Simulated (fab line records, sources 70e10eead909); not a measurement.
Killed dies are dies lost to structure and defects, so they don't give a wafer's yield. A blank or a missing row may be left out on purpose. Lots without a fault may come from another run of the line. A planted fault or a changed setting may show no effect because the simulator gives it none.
Which tool did it? | flow nand_harc | 24 lots, 72 wafers sampled, at 4 steps of a route of 1302

WHAT THE GAUGES READ, wafer by wafer
NHARC_A_CONTACT_CD_MEAS_69: target cd 300 nm.
lot  | measured     | on        | cd_nm (nm)
L074 | day 22 04:19 | cd_sem-02 | 298.9 299.9 300.2
L075 | day 22 16:11 | cd_sem-02 | 301.4 300.8 300.1
L076 | day 22 18:46 | cd_sem-03 | 300.4 301.2 300.9
L077 | day 22 22:00 | cd_sem-02 | 299.8 299.9 300.4
L078 | day 23 08:40 | cd_sem-01 | 299.5 300.3 300.7
L080 | day 24 01:01 | cd_sem-01 | 300.7 300.5 300.9
L079 | day 24 01:21 | cd_sem-02 | 299.0 299.6 299.6
L081 | day 24 20:05 | cd_sem-01 | 300.3 299.9 300.1
L082 | day 25 21:16 | cd_sem-01 | 300.5 299.5 300.1
L085 | day 26 16:55 | cd_sem-02 | 299.2 299.9 300.1
L083 | day 26 17:41 | cd_sem-02 | 299.6 300.4 299.9
L086 | day 26 20:54 | cd_sem-02 | 300.9 300.8 301.0
L084 | day 27 03:50 | cd_sem-01 | 299.7 300.5 299.9
L087 | day 27 04:32 | cd_sem-03 | 299.8 299.9 299.5
L088 | day 28 03:15 | cd_sem-03 | 300.5 299.8 300.4
L091 | day 28 16:16 | cd_sem-02 | 299.6 300.2 299.3
L090 | day 29 01:48 | cd_sem-03 | 300.3 301.1 300.4
L089 | day 29 04:20 | cd_sem-01 | 301.1 300.3 300.2
L092 | day 29 07:32 | cd_sem-02 | 299.2 299.6 299.4
L093 | day 29 22:10 | cd_sem-02 | 299.7 299.4 299.6
L094 | day 30 02:29 | cd_sem-01 | 301.0 299.8 300.5
L095 | day 30 22:53 | cd_sem-03 | 299.5 300.5 299.7
L096 | day 30 23:26 | cd_sem-02 | 300.7 299.3 299.6
L097 | day 31 11:30 | cd_sem-01 | 299.3 298.7 299.5

WHICH TOOL RAN EACH LOT (tool, then ch and the chambers of the sampled wafers, then the start)
lot  | NHARC_A_CONTACT_ETCH_115             | NHARC_A_CONTACT_ETCH_120             | NHARC_A_CONTACT_STRIP_55
L074 | har_cap_etch-01 ch 0,1, day 21 15:44 | har_cap_etch-01 ch 0,1, day 21 16:35 | rie_diel-02 ch 0,3, day 22 04:19 or earlier
L075 | har_cap_etch-03 ch 1, day 22 08:49   | har_cap_etch-03 ch 1, day 22 09:41   | rie_diel-10 ch 0,1,2, day 22 16:11 or earlier
L076 | har_cap_etch-02 ch 0, day 22 09:44   | har_cap_etch-02 ch 0, day 22 10:35   | rie_diel-10 ch 2,3, day 22 18:46 or earlier
L077 | har_cap_etch-03 ch 0,1, day 22 13:07 | har_cap_etch-03 ch 0,1, day 22 13:58 | rie_diel-03 ch 0,2, day 22 22:00 or earlier
L078 | har_cap_etch-03 ch 0,1, day 22 23:49 | har_cap_etch-03 ch 0,1, day 23 00:40 | rie_diel-10 ch 0,2,3, day 23 08:40 or earlier
L080 | har_cap_etch-01 ch 0,1, day 23 17:28 | har_cap_etch-01 ch 0,1, day 23 18:19 | rie_diel-10 ch 2,3, day 24 01:01 or earlier
L079 | har_cap_etch-03 ch 0,1, day 23 17:55 | har_cap_etch-03 ch 0,1, day 23 18:46 | rie_diel-03 ch 0,1,3, day 24 01:21 or earlier
L081 | har_cap_etch-03 ch 0,1, day 24 09:26 | har_cap_etch-03 ch 0,1, day 24 10:17 | rie_diel-02 ch 1,2,3, day 24 20:05 or earlier
L082 | har_cap_etch-01 ch 0,1, day 25 13:46 | har_cap_etch-01 ch 0,1, day 25 14:37 | rie_diel-02 ch 0,1, day 25 21:16 or earlier
L085 | har_cap_etch-02 ch 0,1, day 26 04:04 | har_cap_etch-02 ch 0,1, day 26 04:55 | rie_diel-02 ch 0,1,3, day 26 16:55 or earlier
L083 | har_cap_etch-01 ch 0,1, day 26 05:22 | har_cap_etch-01 ch 0,1, day 26 06:13 | rie_diel-10 ch 1,2,3, day 26 17:41 or earlier
L086 | har_cap_etch-03 ch 0,1, day 26 07:15 | har_cap_etch-03 ch 0,1, day 26 08:07 | rie_diel-03 ch 1,3, day 26 20:54 or earlier
L084 | har_cap_etch-01 ch 0,1, day 26 15:12 | har_cap_etch-01 ch 0,1, day 26 16:03 | rie_diel-10 ch 1,2,3, day 27 03:50 or earlier
L087 | har_cap_etch-03 ch 0,1, day 26 16:27 | har_cap_etch-03 ch 0,1, day 26 17:18 | rie_diel-10 ch 1,2,3, day 27 04:32 or earlier
L088 | har_cap_etch-01 ch 0,1, day 27 16:52 | har_cap_etch-01 ch 0,1, day 27 17:42 | rie_diel-10 ch 0,1,2, day 28 03:15 or earlier
L091 | har_cap_etch-02 ch 0,1, day 28 06:54 | har_cap_etch-02 ch 0,1, day 28 07:46 | rie_diel-10 ch 0,1,2, day 28 16:16 or earlier
L090 | har_cap_etch-03 ch 0,1, day 28 15:59 | har_cap_etch-03 ch 0,1, day 28 16:50 | rie_diel-03 ch 1,2,3, day 29 01:48 or earlier
L089 | har_cap_etch-02 ch 0,1, day 28 16:27 | har_cap_etch-02 ch 0,1, day 28 17:35 | rie_diel-03 ch 0,2, day 29 04:20 or earlier
L092 | har_cap_etch-03 ch 0,1, day 28 20:49 | har_cap_etch-03 ch 0,1, day 28 21:40 | rie_diel-02 ch 1,2, day 29 07:32 or earlier
L093 | har_cap_etch-03 ch 0,1, day 29 14:34 | har_cap_etch-03 ch 0,1, day 29 15:26 | rie_diel-03 ch 0,1,3, day 29 22:10 or earlier
L094 | har_cap_etch-02 ch 0, day 29 19:01   | har_cap_etch-02 ch 0, day 29 19:52   | rie_diel-02 ch 0,1, day 30 02:29 or earlier
L095 | har_cap_etch-02 ch 0,1, day 30 15:25 | har_cap_etch-02 ch 0,1, day 30 16:17 | rie_diel-03 ch 0,1,3, day 30 22:53 or earlier
L096 | har_cap_etch-03 ch 0,1, day 30 15:35 | har_cap_etch-03 ch 0,1, day 30 16:28 | rie_diel-02 ch 1,3, day 30 23:26 or earlier
L097 | har_cap_etch-03 ch 0,1, day 31 03:59 | har_cap_etch-03 ch 0,1, day 31 04:50 | rie_diel-10 ch 0,1,3, day 31 11:30 or earlier
- NHARC_A_CONTACT_ETCH_115: etches the open film in C4F8/O2/Ar, time 190 s, target depth 1850 nm.
- NHARC_A_CONTACT_ETCH_120: etches the open film in C4F8/O2/Ar, time 190 s, target depth 1850 nm.
- NHARC_A_CONTACT_STRIP_55: strips in O2.

WHAT THE TOOLS THEMSELVES READ (means of the sampled wafers that have a number; where no wafer has one, the mark that the record gives instead)
NHARC_A_CONTACT_STRIP_55.
lot  | tool        | drypump_motor_current_A (A) | oes_product_au (a.u.) | rf_vpp_V (V) | showerhead_plenum_p_Torr (Torr) | throttle_valve_pct (%)
L074 | rie_diel-02 | 5.9                         | 1.009                 | 58.0         | 3.36                            | 17.035
L075 | rie_diel-10 | 5.4                         | 1.002                 | 58.1         | 3.42                            | 17.040
L076 | rie_diel-10 | 5.4                         | 0.995                 | 58.5         | 3.70                            | 17.039
L077 | rie_diel-03 | 5.6                         | 1.005                 | 58.4         | 3.76                            | 17.040
L078 | rie_diel-10 | 5.3                         | 0.998                 | 57.4         | 3.57                            | 17.036
L080 | rie_diel-10 | 5.4                         | 0.990                 | 58.4         | 3.69                            | 17.031
L079 | rie_diel-03 | 5.8                         | 0.999                 | 58.4         | 3.50                            | 17.023
L081 | rie_diel-02 | 5.8                         | 1.000                 | 57.9         | 3.54                            | 17.031
L082 | rie_diel-02 | 6.0                         | 0.983                 | 57.1         | 3.45                            | 17.041
L085 | rie_diel-02 | 6.1                         | 0.995                 | 57.3         | 3.48                            | 17.033
L083 | rie_diel-10 | 5.5                         | 0.991                 | 58.6         | 3.52                            | 17.038
L086 | rie_diel-03 | 6.1                         | 0.996                 | 56.9         | 3.36                            | 17.029
L084 | rie_diel-10 | 5.5                         | 1.003                 | 57.9         | 3.52                            | 17.038
L087 | rie_diel-10 | 5.5                         | 1.001                 | 57.8         | 3.52                            | 17.033
L088 | rie_diel-10 | 5.4                         | 0.999                 | 57.1         | 3.39                            | 17.039
L091 | rie_diel-10 | 5.4                         | 1.001                 | 58.3         | 3.39                            | 17.040
L090 | rie_diel-03 | 5.9                         | 0.982                 | 58.1         | 3.69                            | 17.037
L089 | rie_diel-03 | 5.6                         | 1.001                 | 58.1         | 3.70                            | 17.036
L092 | rie_diel-02 | 5.5                         | 0.991                 | 58.3         | 3.56                            | 17.036
L093 | rie_diel-03 | 5.8                         | 0.998                 | 58.2         | 3.65                            | 17.036
L094 | rie_diel-02 | 6.1                         | 1.003                 | 58.5         | 3.56                            | 17.033
L095 | rie_diel-03 | 5.8                         | 0.999                 | 59.2         | 3.64                            | 17.030
L096 | rie_diel-02 | 6.1                         | 0.991                 | 57.8         | 3.50                            | 17.036
L097 | rie_diel-10 | 5.6                         | 1.006                 | 58.4         | 3.47                            | 17.036

THE ANSWER, worked out from the rows above alone
Rule: what is usual is taken from the lots themselves. Put in order of their means at a reading, lots are off if they are a third of the lots or fewer, leave a main group of 4 or more, and stand apart from it by a gap of 3 or more times the standard deviation of the main group's means; of several such gaps the widest counts. A main group whose means are all the same, to the digits that the tables above print for the reading, isn't used. A lot without any number at a reading at which 4 lots or more have one is off too. The other lots that the step has rows for count as sound. The gauges are gone through in route order, then the tools' own readings, and for those a lot's mean is taken as printed above. The first step at which some lot is off is used, and at that step the reading that is off furthest; a lot without a number counts as furthest.
No lot is off at any reading shown: from this, nothing can be told.

WHAT THE SIMULATOR HAD PUT IN
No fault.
